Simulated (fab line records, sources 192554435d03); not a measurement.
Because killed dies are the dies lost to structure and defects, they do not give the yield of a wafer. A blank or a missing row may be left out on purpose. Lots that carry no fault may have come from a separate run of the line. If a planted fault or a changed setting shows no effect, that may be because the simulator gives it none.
A struck lot beside a sound one + flow n5Finfet + 14 out of 1938 route steps
Sound: these wafers, L711.1, L711.5, L711.6. Wafers struck: L709.1, L709.3, L709.5. The cause is given at the end.
At each step with rows: each side's tool, then ch and its chambers, then its first start. Under that, the readings that differ: sound wafers + struck wafers + difference of the means + sigmas: that difference in standard deviations of wafers without a fault.
alike: a reading whose means differ by less than 2 such deviations, as well as words and numbers matching on both sides. not compared: withheld readings; readings where some wafer has no value; bounds like >300 that might hide an equal value; numbers whose values overlap and for which the record gives no deviation.
A row with sigmas, a row that says differs or no value, or rows on one side alone: a step with any of these is where the two part. Numbers that have no deviation but don't overlap get no sigmas and don't part them. A reading that every wafer of one side lacks parts them only if that side has two wafers or more.

first, 2 steps without rows for these wafers: N5_BEOL_M1_STRIP_65 (strips in N2/H2); N5_BEOL_M1_STRIP_75 (strips in N2/H2).
N5_BEOL_M1_STRIP_66: strips in CF4.
  sound on rieDiel-01 ch 0,1, day 10 22:25; struck on rieDiel-06 ch 0,2, day 10 16:52
  alike: chamberPressureMTorr, drypumpMotorCurrentA, oesProductAu, rfVppV, showerheadPlenumPTorr, throttleValvePct
  not compared: rfHoursCounterH
N5_BEOL_M1_HM_OPEN_17: chemistry Cl2/BCl3, target TiN, target depth 20 nm, overetch 6 nm.
  sound on rieMetal-03 ch 0,1, day 10 22:28; struck on rieMetal-03 ch 1, day 10 16:55
  alike: chamberPressureMTorr, drypumpMotorCurrentA, oesProductAu, throttleValvePct
  not compared: rfHoursCounterH
N5_BEOL_M1_STRIP_19: strips in O2.
  sound on rieDiel-02 ch 1,2,3, day 10 22:34; struck on rieDiel-01 ch 1,2, day 10 17:07
  alike: chamberPressureMTorr, drypumpMotorCurrentA, o2FlowSccm, oesProductAu, rfVppV, showerheadPlenumPTorr, throttleValvePct
  not compared: rfHoursCounterH
N5_BEOL_M1_CD_MEAS_18: pitch 36 nm, target cd 18 nm.
  sound: cdSem-03 at day 10 22:38; struck: cdSem-03 at day 10 17:11
  alike: cdNm
then, 6 steps without rows for these wafers: N5_BEOL_M1_COAT_67 (time 60 s, resist thk 60 nm); N5_BEOL_M1_COAT_68 (time 60 s, resist thk 12 nm); N5_BEOL_M1_COAT_76 (time 60 s, resist thk 5 nm); N5_BEOL_M1_COAT_22 (resist thk 30 nm); N5_BEOL_M1_EBR_24; N5_BEOL_M1_SOFTBAKE_23 (time 60 s).
N5_BEOL_M1_EXPOSE_25: exposes mask V0, defocus 5 nm, target cd 24 nm.
  struck on euvScanner-01, day 10 17:29; sound on euvScanner-01 ch 0, day 10 22:49
  no value came back on the struck wafers for dipoleOpeningDeg (degrees), exposureDoseMJCm2, na; on the sound wafers dipoleOpeningDeg (degrees) reads 30 30 30
  alike: mask
then, 1 step without rows for these wafers: N5_BEOL_M1_PEB_26 (peb time 60 s).

WHERE THEY PART
N5_BEOL_M1_EXPOSE_25 only, going by this record.

WHY: whatever the simulator had introduced
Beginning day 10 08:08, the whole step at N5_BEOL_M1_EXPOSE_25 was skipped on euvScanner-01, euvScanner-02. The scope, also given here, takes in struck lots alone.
